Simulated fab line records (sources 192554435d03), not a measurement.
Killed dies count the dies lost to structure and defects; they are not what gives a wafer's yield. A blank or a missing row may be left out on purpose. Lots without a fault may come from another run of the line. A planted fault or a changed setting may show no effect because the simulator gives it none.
fab line records	flow n5-finfet
[record] lots = 24	wafers = 72	last-day = 18
route steps=1938 shown BEOL_M4@1081 BEOL_M5@1129
lots that met no fault: taken from a fault-free run of the same line
start-h: start of the lot's first displayed wafer, in hours after the record's first day	wait-h: how many hours have passed since the lot's step before this one	" as in the row above	L1.1+2: a row that stands for several wafers	- no value, or no start given	* or withheld: withheld	< > ~ a bound
route shown NAME@n: a module of which the file shows steps, and the number in the route of the first	usual: average and standard deviation across the fault-free wafers	same: alike in all rows	chamber/n: place in a boat	sites: each site's reading	_std_site: how widely they spread, as a standard deviation	_edge_site: inner sites' mean taken away from outer sites' mean	radius-mm: how far each site lies from the wafer's centre	mask NAME#n: copy n	behind: the most recent tool/chamber to have shaped the wafer	hold: why the lot went on hold/how many hours it stayed there/how the hold came to an end	device: transistor that didn't switch, given as n, p or np	end of line: the tests these same wafers got at the end of their route	a step without rows: its recipe alone	killed: at the first sort, the dies lost to defects and structure; wafer yield is something else	map: dies across one wafer; x = killed, . = not, _ = none there
set.NAME: the setting that was run; set.NAME@STEP: the one run at that earlier step	model.NAME: the simulator's own value behind a step, which no gauge read
the route's steps for a sample of lots (tables are steps, rows are wafers)
services: when a tool's chamber went out of use (start-h, in hours from the record's first day, below 0 if earlier), for how many hours, and the reason
[[steps]]
[step N5_BEOL_M4_ALD_84]
[recipe] material = TaN	target-thk-a = *	temp-c = 275	ald-precursor-family = PDMAT	ald-co-reactant = NH3	pressure-torr = 3	carrier-flow-sccm = 1500	pulse-time-s = 2	purge-time-s = 3	co-reactant-purge-time-s = 2	co-reactant-pulse-time-s = 3	ald-cycles = 30	precursor-vessel-temp-c = 75	precursor-vessel-pressure-torr = 26.25	precursor-vessel-carrier-sccm = 1000
[usual] heater-power-w = 428/47
[same] co-reactant-pulse-time-s = 3
lot.wafer	tool	chamber	start-h	wait-h	heater-power-w
L074.3	ald-metal-01	3	176.38	0.2	431
L074.4	"	0	"	"	373
L074.6	"	1	"	"	432
L075.1	ald-metal-01	2	185.23	0.0	478
L075.3	"	0	"	"	375
L075.5	"	1	"	"	433
L076.1	ald-metal-03	2	185.51	0.0	417
L076.4	"	0	"	"	328
L076.6	"	2	"	"	430
L077.3	ald-metal-01	1	203.33	0.0	426
L077.4	"	2	"	"	476
L077.6	"	1	"	"	437
L079.1	ald-metal-04	0	211.96	0.1	398
L079.4	"	1	"	"	445
L079.6	"	2	"	"	405
L078.2	ald-metal-01	0	212.02	0.0	378
L078.3	"	2	"	"	481
L078.6	"	2	"	"	476
L080.4	ald-metal-01	0	215.50	0.0	371
L080.5	"	0	"	"	370
L080.6	"	3	"	"	430
L082.2	ald-metal-01	3	218.62	0.1	435
L082.4	"	2	"	"	475
L082.5	"	2	"	"	481
L081.3	ald-metal-04	0	218.78	0.0	391
L081.5	"	2	"	"	384
L081.6	"	3	"	"	514
L083.1	ald-metal-04	2	229.72	0.0	388
L083.4	"	0	"	"	392
L083.6	"	0	"	"	393
L084.1	ald-metal-04	2	240.67	0.0	390
L084.4	"	3	"	"	521
L084.6	"	3	"	"	516
L085.1	ald-metal-03	2	246.57	0.0	423
L085.2	"	3	"	"	414
L085.3	"	0	"	"	331
L087.1	ald-metal-04	2	253.68	0.0	399
L087.3	"	1	"	"	444
L087.5	"	1	"	"	451
L086.2	ald-metal-04	0	257.30	0.0	388
L086.3	"	2	"	"	394
L086.4	"	1	"	"	431
L090.1	ald-metal-04	3	267.42	0.3	522
L090.3	"	0	"	"	395
L090.6	"	1	"	"	443
L089.1	ald-metal-01	1	271.65	0.0	430
L089.5	"	0	"	"	377
L089.6	"	1	"	"	430
L088.1	ald-metal-03	3	273.24	0.1	422
L088.4	"	0	"	"	329
L088.5	"	2	"	"	403
L092.1	ald-metal-01	1	282.27	0.1	433
L092.2	"	3	"	"	435
L092.3	"	0	"	"	372
L093.1	ald-metal-03	0	282.37	0.1	333
L093.3	"	3	"	"	413
L093.4	"	2	"	"	422
L091.1	ald-metal-04	0	297.12	0.3	391
L091.2	"	1	"	"	434
L091.4	"	2	"	"	402
L094.3	ald-metal-04	0	303.23	0.1	392
L094.4	"	3	"	"	524
L094.6	"	1	"	"	434
L096.3	ald-metal-04	3	304.64	0.0	522
L096.5	"	3	"	"	524
L096.6	"	0	"	"	397
L095.2	ald-metal-04	1	305.16	0.2	434
L095.5	"	1	"	"	452
L095.6	"	2	"	"	391
L097.2	ald-metal-04	0	315.00	0.0	393
L097.3	"	1	"	"	447
L097.5	"	2	"	"	381
[step N5_BEOL_M4_SPUTTER_79]
[recipe] material = Cu	target-thk-a = 45	temp-c = -20	chamber-pressure-pa = 0.07	power-w = withheld	time-s = 8.29
[usual] throttle-valve-pct = 29.8/0.82
lot.wafer	tool	chamber	start-h	wait-h	throttle-valve-pct
L074.3	pvd-sputter-02	-	177.41	0.1	29.8
L074.4	"	-	"	"	30.6
L074.6	"	-	"	"	30.2
L075.1	pvd-sputter-02	-	186.01	0.1	30.6
L075.3	"	-	"	"	30.2
L075.5	"	-	"	"	30.7
L076.1	pvd-sputter-01	-	186.47	0.1	28.3
L076.4	"	-	"	"	30.3
L076.6	"	-	"	"	28.7
L077.3	pvd-sputter-01	-	204.00	0.1	30.4
L077.4	"	-	"	"	28.6
L077.6	"	-	"	"	28.4
L079.1	pvd-sputter-03	-	212.63	0.1	30.7
L079.4	"	-	"	"	29.4
L079.6	"	-	"	"	28.5
L078.2	pvd-sputter-02	-	212.80	0.1	29.5
L078.3	"	-	"	"	30.3
L078.6	"	-	"	"	29.8
L080.4	pvd-sputter-02	-	216.41	0.1	30.0
L080.5	"	-	"	"	29.6
L080.6	"	-	"	"	30.8
L082.2	pvd-sputter-01	-	219.90	0.1	29.8
L082.4	"	-	"	"	28.0
L082.5	"	-	"	"	28.1
L081.3	pvd-sputter-03	-	220.93	0.1	29.1
L081.5	"	-	"	"	28.9
L081.6	"	-	"	"	30.8
L083.1	pvd-sputter-01	-	230.72	0.1	30.1
L083.4	"	-	"	"	30.3
L083.6	"	-	"	"	28.3
L084.1	pvd-sputter-03	-	241.58	0.1	29.0
L084.4	"	-	"	"	30.4
L084.6	"	-	"	"	29.3
L085.1	pvd-sputter-01	-	248.92	0.1	29.0
L085.2	"	-	"	"	28.3
L085.3	"	-	"	"	30.2
L087.1	pvd-sputter-02	-	255.38	0.1	30.2
L087.3	"	-	"	"	29.7
L087.5	"	-	"	"	30.5
L086.2	pvd-sputter-02	-	258.06	0.1	30.2
L086.3	"	-	"	"	30.7
L086.4	"	-	"	"	29.8
L090.1	pvd-sputter-01	-	268.35	0.1	28.7
L090.3	"	-	"	"	28.5
L090.6	"	-	"	"	30.2
L089.1	pvd-sputter-01	-	273.05	0.1	28.6
L089.5	"	-	"	"	30.4
L089.6	"	-	"	"	30.0
L088.1	pvd-sputter-02	-	274.04	0.1	30.2
L088.4	"	-	"	"	30.7
L088.5	"	-	"	"	30.3
L092.1	pvd-sputter-03	-	283.11	0.1	28.5
L092.2	"	-	"	"	29.0
L092.3	"	-	"	"	30.7
L093.1	pvd-sputter-02	-	283.15	0.1	30.0
L093.3	"	-	"	"	29.7
L093.4	"	-	"	"	30.8
L091.1	pvd-sputter-01	-	298.45	0.1	27.9
L091.2	"	-	"	"	30.6
L091.4	"	-	"	"	30.3
L094.3	pvd-sputter-01	-	303.99	0.1	28.4
L094.4	"	-	"	"	30.0
L094.6	"	-	"	"	28.4
L096.3	pvd-sputter-02	-	305.42	0.1	30.8
L096.5	"	-	"	"	30.4
L096.6	"	-	"	"	29.6
L095.2	pvd-sputter-01	-	306.09	0.1	30.3
L095.5	"	-	"	"	29.0
L095.6	"	-	"	"	30.4
L097.2	pvd-sputter-03	-	316.06	0.1	30.7
L097.3	"	-	"	"	30.4
L097.5	"	-	"	"	28.6
[step N5_BEOL_M4_SPUTTER_90]
[recipe] material = Cu	target-thk-a = 45	temp-c = -20	chamber-pressure-pa = 0.07	power-w = withheld	time-s = 8.29
[usual] throttle-valve-pct = 29.8/0.8
lot.wafer	tool	chamber	start-h	wait-h	throttle-valve-pct
L074.3	pvd-sputter-02	-	178.29	0.1	29.7
L074.4	"	-	"	"	30.9
L074.6	"	-	"	"	30.4
L075.1	pvd-sputter-02	-	186.89	0.1	30.7
L075.3	"	-	"	"	30.4
L075.5	"	-	"	"	30.9
L076.1	pvd-sputter-01	-	187.35	0.1	28.5
L076.4	"	-	"	"	30.0
L076.6	"	-	"	"	28.8
L077.3	pvd-sputter-01	-	204.88	0.1	30.3
L077.4	"	-	"	"	28.6
L077.6	"	-	"	"	28.3
L079.1	pvd-sputter-03	-	213.51	0.1	30.6
L079.4	"	-	"	"	29.3
L079.6	"	-	"	"	28.7
L078.2	pvd-sputter-02	-	213.68	0.1	29.6
L078.3	"	-	"	"	30.3
L078.6	"	-	"	"	29.8
L080.4	pvd-sputter-02	-	217.29	0.1	29.8
L080.5	"	-	"	"	29.7
L080.6	"	-	"	"	30.9
L082.2	pvd-sputter-01	-	220.78	0.1	30.0
L082.4	"	-	"	"	28.5
L082.5	"	-	"	"	28.0
L081.3	pvd-sputter-03	-	221.81	0.1	29.4
L081.5	"	-	"	"	29.1
L081.6	"	-	"	"	30.8
L083.1	pvd-sputter-01	-	231.60	0.1	30.5
L083.4	"	-	"	"	30.1
L083.6	"	-	"	"	28.2
L084.1	pvd-sputter-03	-	242.46	0.1	29.2
L084.4	"	-	"	"	30.5
L084.6	"	-	"	"	29.5
L085.1	pvd-sputter-01	-	249.80	0.1	28.7
L085.2	"	-	"	"	28.4
L085.3	"	-	"	"	30.2
L087.1	pvd-sputter-02	-	256.26	0.1	30.4
L087.3	"	-	"	"	29.7
L087.5	"	-	"	"	30.1
L086.2	pvd-sputter-02	-	258.94	0.1	30.0
L086.3	"	-	"	"	30.7
L086.4	"	-	"	"	29.8
L090.1	pvd-sputter-01	-	269.23	0.1	28.7
L090.3	"	-	"	"	27.9
L090.6	"	-	"	"	30.3
L089.1	pvd-sputter-01	-	273.93	0.1	28.6
L089.5	"	-	"	"	30.4
L089.6	"	-	"	"	29.8
L088.1	pvd-sputter-02	-	274.92	0.1	30.3
L088.4	"	-	"	"	30.8
L088.5	"	-	"	"	30.4
L092.1	pvd-sputter-03	-	283.99	0.1	28.2
L092.2	"	-	"	"	29.5
L092.3	"	-	"	"	30.7
L093.1	pvd-sputter-02	-	284.03	0.1	30.3
L093.3	"	-	"	"	30.1
L093.4	"	-	"	"	30.5
L091.1	pvd-sputter-01	-	299.33	0.1	28.3
L091.2	"	-	"	"	30.2
L091.4	"	-	"	"	29.7
L094.3	pvd-sputter-01	-	304.87	0.1	28.5
L094.4	"	-	"	"	30.2
L094.6	"	-	"	"	28.4
L096.3	pvd-sputter-02	-	306.41	0.1	30.7
L096.5	"	-	"	"	30.3
L096.6	"	-	"	"	29.9
L095.2	pvd-sputter-01	-	306.97	0.1	30.1
L095.5	"	-	"	"	28.9
L095.6	"	-	"	"	30.5
L097.2	pvd-sputter-03	-	316.94	0.1	30.7
L097.3	"	-	"	"	30.5
L097.5	"	-	"	"	28.6
[step N5_BEOL_M5_DESCUM_16]
[recipe] chemistry = O2	time-s = 7	source-power-w = 50	bias-power-w = 20	pressure-mtorr = 20	rf-frequency-hz = 2.712e+07	temp-c = 40	resist = CAR-EUV	o2-flow-sccm = 225
[usual] drypump-motor-current-A = 5.7/0.47	oes-product-au = 0.80/0.081	rf-vpp-V = 243.1/1.3	showerhead-plenum-p-Torr = 2.09/0.062	throttle-valve-pct = 20.46/0.22
lot.wafer	tool	chamber	start-h	wait-h	drypump-motor-current-A	oes-product-au	rf-hours-counter-h	rf-vpp-V	showerhead-plenum-p-Torr	throttle-valve-pct
L074.3	rie-diel-03	3	182.41	0.0	6.4	0.89	50	244.6	2.14	20.65
L074.4	"	0	"	"	5.1	0.73	197	242.7	2.07	20.44
L074.6	"	2	"	"	5.3	0.97	-	242.2	2.06	20.03
L075.1	rie-diel-03	2	192.51	0.1	5.3	0.94	6	243.1	2.06	20.06
L075.3	"	1	"	"	5.4	0.89	23	244.4	2.24	20.50
L075.5	"	2	"	"	5.3	0.94	-	241.8	2.06	20.04
L076.1	rie-diel-06	1	192.55	0.1	5.7	0.76	176	244.4	2.08	20.60
L076.4	"	3	"	"	6.2	0.89	36	242.6	2.12	20.27
L076.6	"	3	"	"	6.2	0.89	-	243.1	2.12	20.26
L077.3	rie-diel-06	3	209.65	0.0	6.2	0.87	43	244.0	2.12	20.27
L077.4	"	2	"	"	6.0	0.68	229	242.6	2.06	20.51
L077.6	"	0	"	"	5.2	0.81	-	242.7	2.02	20.18
L079.1	rie-diel-04	3	218.81	0.1	5.2	0.86	49	240.7	2.06	20.55
L079.4	"	2	"	"	5.7	0.69	237	239.7	1.99	20.97
L079.6	"	3	"	"	5.2	0.86	-	242.5	2.06	20.55
L078.2	rie-diel-06	0	218.86	0.1	5.2	0.81	83	242.0	2.02	20.20
L078.3	"	2	"	"	6.0	0.69	231	242.2	2.05	20.50
L078.6	"	2	"	"	6.0	0.68	-	244.0	2.06	20.51
L080.4	rie-diel-03	2	222.47	0.0	5.3	0.90	17	242.2	2.06	20.05
L080.5	"	3	"	"	6.4	0.86	-	243.2	2.13	20.67
L080.6	"	0	"	"	5.1	0.72	-	243.1	2.06	20.45
L082.2	rie-diel-06	0	224.71	0.0	5.2	0.80	85	240.7	2.02	20.19
L082.4	"	2	"	"	6.1	0.68	233	242.5	2.05	20.50
L082.5	"	2	"	"	6.1	0.68	-	241.8	2.05	20.50
L081.3	rie-diel-03	2	229.50	0.2	5.3	0.89	19	242.7	2.06	20.05
L081.5	"	2	"	"	5.3	0.89	-	242.9	2.06	20.05
L081.6	"	3	"	"	6.4	0.86	-	243.7	2.13	20.67
L083.1	rie-diel-03	2	235.78	0.0	5.3	0.89	20	242.8	2.06	20.06
L083.4	"	0	"	"	5.1	0.71	215	241.7	2.06	20.46
L083.6	"	3	"	"	6.4	0.86	-	243.7	2.13	20.70
L084.1	rie-diel-04	1	247.40	0.6	5.3	0.70	221	243.5	2.06	20.38
L084.4	"	0	"	"	5.9	0.72	203	244.0	2.09	20.79
L084.6	"	0	"	"	5.9	0.71	-	244.7	2.09	20.78
L085.1	rie-diel-04	3	255.00	0.7	5.2	0.83	63	242.9	2.05	20.57
L085.2	"	1	"	"	5.2	0.69	226	243.1	2.06	20.40
L085.3	"	0	"	"	5.9	0.70	208	243.1	2.09	20.79
L087.1	rie-diel-03	0	261.39	0.1	5.1	0.70	218	242.2	2.06	20.47
L087.3	"	1	"	"	5.4	0.85	41	247.7	2.23	20.55
L087.5	"	0	"	"	5.1	0.71	-	243.0	2.06	20.47
L086.2	rie-diel-06	0	263.65	0.0	5.2	0.80	101	243.3	2.01	20.22
L086.3	"	1	"	"	5.7	0.73	202	243.5	2.07	20.64
L086.4	"	3	"	"	6.2	0.85	63	243.3	2.11	20.29
L090.1	rie-diel-03	0	274.14	0.0	5.1	0.70	221	241.8	2.06	20.47
L090.3	"	2	"	"	5.3	0.87	27	242.9	2.05	20.06
L090.6	"	0	"	"	5.1	0.70	-	243.7	2.06	20.47
L089.1	rie-diel-03	0	280.37	0.1	5.1	0.72	223	240.4	2.06	20.47
L089.5	"	2	"	"	5.3	0.87	-	242.3	2.05	20.08
L089.6	"	3	"	"	6.3	0.85	-	243.0	2.13	20.69
L088.1	rie-diel-06	1	281.67	0.1	5.7	0.73	208	242.7	2.07	20.64
L088.4	"	0	"	"	5.2	0.79	-	241.7	2.01	20.22
L088.5	"	3	"	"	6.1	0.84	-	243.4	2.11	20.30
L092.1	rie-diel-06	0	288.95	0.0	5.2	0.78	109	240.9	2.01	20.22
L092.2	"	1	"	"	5.7	0.73	211	242.1	2.07	20.65
L092.3	"	3	"	"	6.2	0.83	73	243.7	2.11	20.31
L093.1	rie-diel-03	1	289.99	0.0	5.4	0.85	49	244.8	2.23	20.56
L093.3	"	0	"	"	5.1	0.71	225	243.4	2.06	20.48
L093.4	"	3	"	"	6.4	0.87	76	244.6	2.13	20.69
L091.1	rie-diel-04	2	305.08	0.0	5.7	0.94	14	245.1	2.25	20.74
L091.2	"	3	"	"	5.2	0.81	80	240.8	2.05	20.61
L091.4	"	1	"	"	5.2	0.68	245	241.1	2.06	20.42
L094.3	rie-diel-03	1	311.38	0.0	5.4	0.84	57	245.6	2.22	20.56
L094.4	"	0	"	"	5.1	0.69	-	243.1	2.05	20.48
L094.6	"	1	"	"	5.4	0.84	-	246.9	2.22	20.57
L096.3	rie-diel-03	1	311.71	0.0	5.4	0.84	58	245.4	2.22	20.55
L096.5	"	3	"	"	6.4	0.85	-	243.6	2.13	20.69
L096.6	"	0	"	"	5.1	0.70	-	242.8	2.05	20.49
L095.2	rie-diel-06	2	312.42	0.0	6.1	0.94	6	243.0	2.05	20.32
L095.5	"	3	"	"	6.2	0.82	-	244.1	2.11	20.31
L095.6	"	2	"	"	6.1	0.94	-	243.3	2.05	20.30
L097.2	rie-diel-06	3	321.84	0.0	6.2	0.82	85	244.4	2.10	20.31
L097.3	"	2	"	"	6.1	0.93	10	242.0	2.04	20.32
L097.5	"	2	"	"	6.0	0.93	-	242.7	2.05	20.32
[step N5_BEOL_M5_HM_OPEN_17]
[recipe] chemistry = Cl2/BCl3	target-depth-a = 200	overetch-a = 60	target = TiN	mask-material = SOC	ion-energy-ev = 150	pressure-mtorr = 10	icp-w = 1000	bias-w = 126	Cl2_flow_sccm = 53.25	bcl3-flow-sccm = 21.75	Ar_flow_sccm = 25
[usual] drypump-motor-current-A = 5.8/0.62	oes-product-au = 0.70/0.096	throttle-valve-pct = 22.00/0.16
lot.wafer	tool	chamber	start-h	wait-h	drypump-motor-current-A	oes-product-au	rf-hours-counter-h	throttle-valve-pct
L074.3	rie-metal-01	0	182.68	0.1	6.0	0.61	-	21.85
L074.4	"	1	"	"	4.7	0.79	-	21.91
L074.6	"	0	"	"	6.0	0.61	-	21.85
L075.1	rie-metal-01	0	192.76	0.0	6.0	0.61	66	21.85
L075.3	"	0	"	"	6.0	0.61	-	21.85
L075.5	"	1	"	"	4.7	0.78	-	21.93
L076.1	rie-metal-02	1	192.79	0.0	6.6	0.57	79	21.92
L076.4	"	0	"	"	6.0	0.83	-	22.10
L076.6	"	1	"	"	6.6	0.57	-	21.91
L077.3	rie-metal-02	1	209.93	0.1	6.6	0.58	-	21.92
L077.4	"	0	"	"	6.0	0.79	-	22.12
L077.6	"	1	"	"	6.5	0.57	-	21.93
L079.1	rie-metal-03	1	219.06	0.0	5.4	0.81	4	21.90
L079.4	"	1	"	"	5.4	0.81	-	21.89
L079.6	"	1	"	"	5.4	0.81	-	21.89
L078.2	rie-metal-02	1	219.11	0.0	6.5	0.57	81	21.94
L078.3	"	0	"	"	6.0	0.78	-	22.15
L078.6	"	0	"	"	6.0	0.78	-	22.14
L080.4	rie-metal-02	0	222.75	0.1	6.0	0.77	-	22.13
L080.5	"	1	"	"	6.5	0.56	-	21.93
L080.6	"	0	"	"	6.0	0.78	-	22.14
L082.2	rie-metal-01	0	224.96	0.0	6.1	0.61	69	21.87
L082.4	"	0	"	"	6.0	0.61	-	21.85
L082.5	"	1	"	"	4.8	0.76	-	21.94
L081.3	rie-metal-01	1	229.77	0.1	4.7	0.78	-	21.93
L081.5	"	1	"	"	4.8	0.77	-	21.94
L081.6	"	0	"	"	6.0	0.61	-	21.85
L083.1	rie-metal-03	0	236.04	0.0	5.8	0.81	1	22.45
L083.4	"	1	"	"	5.4	0.79	-	21.90
L083.6	"	0	"	"	5.7	0.81	-	22.45
L084.1	rie-metal-02	0	247.64	0.0	6.0	0.78	5	22.11
L084.4	"	0	"	"	6.0	0.78	-	22.12
L084.6	"	1	"	"	6.5	0.56	-	21.92
L085.1	rie-metal-03	1	255.25	0.0	5.4	0.79	6	21.90
L085.2	"	0	"	"	5.8	0.81	2	22.40
L085.3	"	1	"	"	5.4	0.79	-	21.91
L087.1	rie-metal-03	0	261.64	0.0	5.8	0.79	3	22.43
L087.3	"	0	"	"	5.8	0.79	-	22.44
L087.5	"	0	"	"	5.8	0.80	-	22.41
L086.2	rie-metal-01	0	263.90	0.0	6.0	0.60	72	21.86
L086.3	"	0	"	"	6.0	0.59	-	21.87
L086.4	"	1	"	"	4.7	0.76	-	21.95
L090.1	rie-metal-03	0	274.39	0.0	5.8	0.79	6	22.42
L090.3	"	0	"	"	5.8	0.79	-	22.43
L090.6	"	0	"	"	5.8	0.79	-	22.41
L089.1	rie-metal-02	1	280.62	0.0	6.5	0.56	86	21.93
L089.5	"	0	"	"	6.0	0.76	-	22.14
L089.6	"	1	"	"	6.6	0.56	-	21.95
L088.1	rie-metal-01	0	281.93	0.0	6.0	0.59	74	21.86
L088.4	"	0	"	"	6.0	0.60	-	21.86
L088.5	"	0	"	"	6.0	0.59	-	21.88
L092.1	rie-metal-02	0	289.20	0.0	6.0	0.74	8	22.16
L092.2	"	1	"	"	6.5	0.56	87	21.94
L092.3	"	0	"	"	6.0	0.74	-	22.14
L093.1	rie-metal-02	0	290.25	0.0	6.0	0.75	8	22.14
L093.3	"	0	"	"	6.0	0.75	-	22.12
L093.4	"	1	"	"	6.5	0.56	-	21.94
L091.1	rie-metal-01	1	305.33	0.0	4.8	0.73	18	21.97
L091.2	"	0	"	"	6.0	0.60	76	21.86
L091.4	"	0	"	"	6.0	0.60	-	21.88
L094.3	rie-metal-01	1	311.66	0.1	4.8	0.73	-	21.97
L094.4	"	0	"	"	6.0	0.58	-	21.87
L094.6	"	1	"	"	4.7	0.73	-	21.97
L096.3	rie-metal-01	0	311.98	0.1	6.1	0.59	-	21.88
L096.5	"	1	"	"	4.7	0.74	-	21.96
L096.6	"	0	"	"	6.0	0.59	-	21.86
L095.2	rie-metal-02	0	312.66	0.0	6.0	0.74	10	22.13
L095.5	"	1	"	"	6.5	0.56	-	21.95
L095.6	"	0	"	"	6.0	0.75	-	22.13
L097.2	rie-metal-01	1	322.08	0.0	4.7	0.72	20	21.97
L097.3	"	1	"	"	4.7	0.74	-	21.96
L097.5	"	1	"	"	4.7	0.74	-	21.96
[step N5_BEOL_M5_CO_CAP_78]
[recipe] material = Co	target-thk-a = 20	temp-c = 200	precursor = CCTBA/H2	pressure-torr = 30	time-s = 102.1
[usual] heater-power-w = 242/35
lot.wafer	tool	chamber	start-h	wait-h	heater-power-w
L074.3	cvd-co-02	2	191.97	0.0	224
L074.4	"	0	"	"	222
L074.6	"	1	"	"	230
L075.1	cvd-co-01	0	200.60	0.0	297
L075.3	"	2	"	"	195
L075.5	"	2	"	"	195
L076.1	cvd-co-01	2	201.07	0.0	198
L076.4	"	2	"	"	199
L076.6	"	1	"	"	292
L077.3	cvd-co-01	1	217.93	0.0	284
L077.4	"	1	"	"	291
L077.6	"	0	"	"	291
L079.1	cvd-co-02	2	229.27	0.0	234
L079.4	"	0	"	"	221
L079.6	"	2	"	"	240
L078.2	cvd-co-02	2	229.51	0.0	227
L078.3	"	1	"	"	225
L078.6	"	2	"	"	231
L080.4	cvd-co-02	2	232.83	0.0	231
L080.5	"	0	"	"	231
L080.6	"	1	"	"	221
L082.2	cvd-co-02	0	236.83	0.0	219
L082.4	"	0	"	"	217
L082.5	"	1	"	"	231
L081.3	cvd-co-01	1	239.15	0.0	291
L081.5	"	2	"	"	194
L081.6	"	0	"	"	287
L083.1	cvd-co-01	1	247.15	0.0	282
L083.4	"	1	"	"	290
L083.6	"	2	"	"	195
L084.1	cvd-co-01	1	255.95	0.0	277
L084.4	"	0	"	"	284
L084.6	"	2	"	"	192
L085.1	cvd-co-01	0	264.07	0.0	285
L085.2	"	2	"	"	192
L085.3	"	1	"	"	287
L087.1	cvd-co-02	1	269.68	0.0	228
L087.3	"	0	"	"	223
L087.5	"	2	"	"	230
L086.2	cvd-co-01	0	272.05	0.0	288
L086.3	"	2	"	"	195
L086.4	"	2	"	"	194
L090.1	cvd-co-01	0	282.44	0.0	294
L090.3	"	2	"	"	199
L090.6	"	0	"	"	285
L089.1	cvd-co-02	0	288.72	0.0	224
L089.5	"	1	"	"	221
L089.6	"	2	"	"	230
L088.1	cvd-co-02	1	293.41	0.0	223
L088.4	"	0	"	"	226
L088.5	"	1	"	"	227
L093.1	cvd-co-01	1	299.82	0.0	287
L093.3	"	2	"	"	197
L093.4	"	2	"	"	197
L092.1	cvd-co-02	0	300.90	0.0	224
L092.2	"	1	"	"	222
L092.3	"	2	"	"	230
L091.1	cvd-co-01	1	315.78	0.0	294
L091.2	"	2	"	"	194
L091.4	"	2	"	"	197
L094.3	cvd-co-02	0	320.13	0.0	222
L094.4	"	0	"	"	223
L094.6	"	1	"	"	222
L096.3	cvd-co-02	0	320.58	0.0	218
L096.5	"	2	"	"	236
L096.6	"	0	"	"	228
L095.2	cvd-co-02	1	323.91	0.0	229
L095.5	"	1	"	"	225
L095.6	"	2	"	"	240
L097.2	cvd-co-01	2	331.56	0.0	192
L097.3	"	0	"	"	297
L097.5	"	1	"	"	288
[[services]]
tool	chamber	start-h	hours	kind
ald-metal-04	-	155.73	4.3	pm
rie-diel-03	-	159.37	0.7	repair
rie-diel-03	2	161.15	-	clean
rie-diel-03	2	161.15	-	consumable-replace:focus-ring
rie-diel-03	2	161.15	13.2	scheduled-down
ald-metal-03	-	186.39	1.1	repair
rie-diel-04	-	188.17	14.6	pm
cvd-co-02	0	199.15	4.1	repair
cvd-co-01	1	207.95	6.3	repair
ald-metal-03	-	209.59	8.7	pm
ald-metal-04	-	214.73	0.4	repair
rie-metal-01	-	219.49	2.8	pm
ald-metal-04	-	220.14	1.1	repair
cvd-co-01	-	222.18	14.6	pm
rie-diel-03	-	239.00	15.6	pm
rie-diel-06	0	267.66	4.5	repair
rie-metal-03	-	271.03	0.4	repair
rie-diel-04	3	278.44	4.5	repair
rie-diel-03	2	296.51	115.9	repair
ald-metal-01	3	296.75	5.8	repair
rie-diel-04	3	296.85	3.5	repair
ald-metal-01	-	297.32	14.6	pm
ald-metal-01	-	312.85	8.7	pm
ald-metal-01	-	324.97	6.0	pm
[[key]]
fault none
